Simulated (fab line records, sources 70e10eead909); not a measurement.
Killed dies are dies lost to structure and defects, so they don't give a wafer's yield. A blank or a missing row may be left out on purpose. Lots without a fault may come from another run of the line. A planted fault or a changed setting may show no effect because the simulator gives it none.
Chamber matching | flow nand_harc | NHARC_A_CONTACT_DEP_85 on pecvd-02: 3 sister chambers
The step deposits SiON, target thk 60 nm. 16 wafers are shown with their chamber, then 8 later ones without.

WAFERS WITH THEIR CHAMBER
wafer  | chamber | heater_power_w (W) | chamber_pressure_Torr (Torr)
L076.1 | 1       | 779                | 3.499
L076.4 | 0       | 870                | 3.500
L076.6 | 1       | 782                | 3.499
L079.1 | 1       | 686                | 3.501
L079.4 | 1       | 671                | 3.507
L079.5 | 0       | 819                | 3.500
L078.2 | 2       | 892                | 3.497
L078.3 | 1       | 787                | 3.491
L078.4 | 0       | 692                | 3.492
L080.3 | 2       | 843                | 3.480
L080.4 | 1       | 790                | 3.507
L080.5 | 0       | 871                | 3.509
L084.1 | 0       | 824                | 3.500
L084.3 | 1       | 733                | 3.486
L084.6 | 1       | 771                | 3.502
L092.1 | 1       | 741                | 3.504

SIGNATURES (means of the wafers above)
reading               | chamber 0 | chamber 1 | chamber 2 | scatter within a chamber
heater_power_w        | 815.20    | 748.89    | 867.50    | 54.5
chamber_pressure_Torr | 3.50020   | 3.49956   | 3.48850   | 0.00726
Rule: a wafer's distance from a chamber is the root of the sum, over the readings, of the square of ((its reading less the chamber's mean) divided by the reading's scatter). The wafer belongs to the nearest chamber; if the next one is less than 2 further off, it can't be placed. The scatter: the root of (the sum of the squares of (reading less its chamber's mean) over the shown wafers, divided by (wafers less chambers)).

WAFERS WITHOUT THEIR CHAMBER
wafer  | heater_power_w (W) | chamber_pressure_Torr (Torr)
L092.3 | 799                | 3.499
L092.6 | 800                | 3.507
L093.1 | 776                | 3.505
L093.4 | 824                | 3.502
L093.6 | 782                | 3.512
L097.1 | 808                | 3.495
L097.4 | 858                | 3.497
L097.5 | 808                | 3.494

WHICH CHAMBER EACH WENT THROUGH
wafer  | from the rows above          | in truth
L092.3 | can't be placed: 0 or 1 or 2 | 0
L092.6 | can't be placed: 0 or 1 or 2 | 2
L093.1 | can't be placed: 1 or 0 or 2 | 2
L093.4 | can't be placed: 0 or 1 or 2 | 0
L093.6 | can't be placed: 0 or 1 or 2 | 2
L097.1 | can't be placed: 0 or 1 or 2 | 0
L097.4 | can't be placed: 0 or 2 or 1 | 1
L097.5 | can't be placed: 0 or 1 or 2 | 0
Placed correctly: 0 of 8. Can't be placed from these rows: 8 (the true chamber is among the candidates in 8). Placed wrongly: 0.
